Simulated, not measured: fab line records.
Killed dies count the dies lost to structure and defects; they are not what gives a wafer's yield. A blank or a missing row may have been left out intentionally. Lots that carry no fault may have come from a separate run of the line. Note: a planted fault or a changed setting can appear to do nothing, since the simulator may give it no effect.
Matching of chambers :: flow nand_harc :: ald_hk-04 running NHARC_A_STAIRCASE_ALD_415: 4 sister chambers
The step deposits SiO2, target thk 30 nm, pulse time 6 s, ald cycles 300. 22 wafers are shown with their chamber, then 11 later ones without.

WAFERS, EACH WITH ITS CHAMBER
wafer: L076.2
chamber: 3
heater_power_w (W): 520
precursor_pulse_height_rel: 1.014

wafer: L076.3
chamber: 2
heater_power_w (W): 442
precursor_pulse_height_rel: 1.019

wafer: L076.6
chamber: 3
heater_power_w (W): 505
precursor_pulse_height_rel: 0.980

wafer: L076.1
chamber: 0
heater_power_w (W): 514
precursor_pulse_height_rel: 1.005

wafer: L076.4
chamber: 1
heater_power_w (W): 507
precursor_pulse_height_rel: 0.975

wafer: L076.5
chamber: 0
heater_power_w (W): 503
precursor_pulse_height_rel: 1.030

wafer: L079.3
chamber: 3
heater_power_w (W): 519
precursor_pulse_height_rel: 1.011

wafer: L079.5
chamber: 0
heater_power_w (W): 515
precursor_pulse_height_rel: 1.012

wafer: L079.6
chamber: 3
heater_power_w (W): 525
precursor_pulse_height_rel: 1.027

wafer: L083.2
chamber: 3
heater_power_w (W): 518
precursor_pulse_height_rel: 1.015

wafer: L083.5
chamber: 1
heater_power_w (W): 488
precursor_pulse_height_rel: 1.029

wafer: L083.6
chamber: 2
heater_power_w (W): 440
precursor_pulse_height_rel: 1.012

wafer: L081.1
chamber: 0
heater_power_w (W): 518
precursor_pulse_height_rel: 1.026

wafer: L081.2
chamber: 1
heater_power_w (W): 489
precursor_pulse_height_rel: 0.985

wafer: L081.5
chamber: 3
heater_power_w (W): 523
precursor_pulse_height_rel: 0.967

wafer: L087.1
chamber: 3
heater_power_w (W): 510
precursor_pulse_height_rel: 0.996

wafer: L087.3
chamber: 0
heater_power_w (W): 513
precursor_pulse_height_rel: 1.015

wafer: L087.5
chamber: 2
heater_power_w (W): 437
precursor_pulse_height_rel: 0.971

wafer: L088.2
chamber: 0
heater_power_w (W): 523
precursor_pulse_height_rel: 0.967

wafer: L088.4
chamber: 1
heater_power_w (W): 508
precursor_pulse_height_rel: 0.974

wafer: L088.6
chamber: 0
heater_power_w (W): 520
precursor_pulse_height_rel: 1.012

wafer: L089.4
chamber: 1
heater_power_w (W): 506
precursor_pulse_height_rel: 1.007

SIGNATURES (averages over the wafers above)
reading: heater_power_w
chamber 0: 515.14
chamber 1: 499.60
chamber 2: 439.67
chamber 3: 517.14
scatter within a chamber: 7.38

reading: precursor_pulse_height_rel
chamber 0: 1.00957
chamber 1: 0.99400
chamber 2: 1.00067
chamber 3: 1.00143
scatter within a chamber: 0.0222
Rule: a wafer's distance from a chamber is the root of the sum, over the readings, of the square of ((its reading less the chamber's mean) divided by the reading's scatter). If the next closest chamber is less than 2 further off than the closest, the wafer can't be placed; otherwise it belongs to the closest. The scatter: take each reading less its chamber's mean, square it, sum over the shown wafers, divide by the number of wafers less the number of chambers, and take the root.

WAFERS WITH NO CHAMBER GIVEN
wafer: L089.5
heater_power_w (W): 518
precursor_pulse_height_rel: 1.014

wafer: L089.6
heater_power_w (W): 519
precursor_pulse_height_rel: 0.988

wafer: L093.1
heater_power_w (W): 518
precursor_pulse_height_rel: 0.977

wafer: L093.2
heater_power_w (W): 520
precursor_pulse_height_rel: 0.988

wafer: L093.3
heater_power_w (W): 438
precursor_pulse_height_rel: 1.008

wafer: L097.1
heater_power_w (W): 550
precursor_pulse_height_rel: 1.026

wafer: L097.2
heater_power_w (W): 509
precursor_pulse_height_rel: 1.026

wafer: L097.6
heater_power_w (W): 552
precursor_pulse_height_rel: 1.026

wafer: L096.1
heater_power_w (W): 432
precursor_pulse_height_rel: 0.991

wafer: L096.4
heater_power_w (W): 548
precursor_pulse_height_rel: 1.033

wafer: L096.6
heater_power_w (W): 511
precursor_pulse_height_rel: 1.014

THE CHAMBER EACH PASSED THROUGH
wafer: L089.5
from the rows above: can't be placed: 0 or 3
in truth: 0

wafer: L089.6
from the rows above: can't be placed: 3 or 0 or 1
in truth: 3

wafer: L093.1
from the rows above: can't be placed: 3 or 0 or 1
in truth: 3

wafer: L093.2
from the rows above: can't be placed: 3 or 0
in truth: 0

wafer: L093.3
from the rows above: 2
in truth: 2

wafer: L097.1
from the rows above: can't be placed: 3 or 0
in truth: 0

wafer: L097.2
from the rows above: can't be placed: 0 or 3 or 1
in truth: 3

wafer: L097.6
from the rows above: can't be placed: 3 or 0
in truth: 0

wafer: L096.1
from the rows above: 2
in truth: 2

wafer: L096.4
from the rows above: can't be placed: 3 or 0
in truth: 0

wafer: L096.6
from the rows above: can't be placed: 0 or 3 or 1
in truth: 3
Correct placement for 2 of the 11. Unplaceable from these rows: 9, with the true chamber sitting among the candidates in 9. Placed wrongly: 0.
